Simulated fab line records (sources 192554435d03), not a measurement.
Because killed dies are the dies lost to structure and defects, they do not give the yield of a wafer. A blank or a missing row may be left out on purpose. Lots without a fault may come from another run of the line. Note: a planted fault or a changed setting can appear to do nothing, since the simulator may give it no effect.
Chamber matching	flow n5 finfet	N5_GATE_CUT_CMP_43 on cmp-03 has 4 sister chambers
The step polishes SiO2. 4 wafers are shown with their chamber, then 11 later ones without.

WAFERS WITH THEIR CHAMBER
wafer	chamber	motor current A (A)
L083.5	0	12.0
L090.3	3	15.6
L090.6	2	10.6
L091.1	1	9.9

WAFERS WITHOUT THEIR CHAMBER
wafer	motor current A (A)
L091.3	15.0
L091.6	11.2
L093.2	12.5
L093.3	11.7
L093.5	12.2
L096.2	11.0
L096.3	12.2
L096.5	10.0
L097.1	9.7
L097.2	12.1
L097.3	11.2

THE CHAMBER EACH PASSED THROUGH
wafer	from the rows above	in truth
L091.3	3	3
L091.6	can't be placed: 2 or 0 or 1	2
L093.2	0	0
L093.3	0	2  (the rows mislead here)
L093.5	0	0
L096.2	can't be placed: 2 or 0 or 1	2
L096.3	0	0
L096.5	can't be placed: 1 or 2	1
L097.1	can't be placed: 1 or 2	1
L097.2	0	0
L097.3	can't be placed: 2 or 0 or 1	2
Correctly placed: 5 of 11. Unplaceable from these rows: 5, with the true chamber sitting among the candidates in 5. Wrongly placed: 1.
How it was worked out, from the rows above alone: a wafer's distance from a chamber is the root of the sum, over the readings, of the square of ((its reading less the chamber's mean) divided by the reading's scatter). The wafer belongs to the nearest chamber; if the next one is less than 2 further off, it can't be placed. A chamber's mean is the mean of its shown wafers. The scatter: root of mean squared gap, hidden wafer to nearest shown wafer, with one shown wafer a chamber.
